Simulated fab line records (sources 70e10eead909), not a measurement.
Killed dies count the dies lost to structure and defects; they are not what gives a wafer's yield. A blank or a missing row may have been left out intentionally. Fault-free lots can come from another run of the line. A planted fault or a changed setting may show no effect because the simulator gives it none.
Matching of chambers + flow nandHarc + 4 sister chambers for NHARC_A_M0_CMP_23 on cmp-04
The step polishes, t overpolish 20 s, target thk 113.75 nm. 4 wafers are shown with their chamber, then 8 later ones without.

WAFERS WITH THEIR CHAMBER
| wafer  | chamber | motorCurrentA (A) |
|--------|---------|-------------------|
| L088.1 | 1       | 13.1              |
| L088.3 | 2       | 11.8              |
| L088.5 | 0       | 10.4              |
| L090.1 | 3       | 15.2              |

WAFERS MISSING THEIR CHAMBER
| wafer  | motorCurrentA (A) |
|--------|-------------------|
| L090.3 | 12.1              |
| L090.6 | 11.4              |
| L093.2 | 11.3              |
| L093.3 | 13.4              |
| L093.6 | 13.3              |
| L094.2 | 13.6              |
| L094.4 | 12.3              |
| L094.5 | 13.2              |

THE CHAMBER EACH PASSED THROUGH
| wafer  | from the rows above     | in truth                   |
|--------|-------------------------|----------------------------|
| L090.3 | can't be placed: 2 or 1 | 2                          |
| L090.6 | can't be placed: 2 or 0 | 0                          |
| L093.2 | can't be placed: 2 or 0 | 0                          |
| L093.3 | 1                       | 1                          |
| L093.6 | 1                       | 1                          |
| L094.2 | 1                       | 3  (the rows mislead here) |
| L094.4 | can't be placed: 2 or 1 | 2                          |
| L094.5 | 1                       | 1                          |
Correct placement for 3 of the 8. Cannot be placed on the basis of these rows: 4; the candidates contain the true chamber in 4. 1 placed wrongly.
How it was worked out, from the rows above alone: a wafer's distance from a chamber is the root of the sum, over the readings, of the square of ((its reading less the chamber's mean) divided by the reading's scatter). The wafer belongs to the nearest chamber; if the next one is less than 2 further off, it can't be placed. The mean given for a chamber averages the wafers shown for that chamber. The scatter (one wafer shown for each chamber): square how far every hidden wafer sits from the nearest shown wafer, average those squares and take the square root.
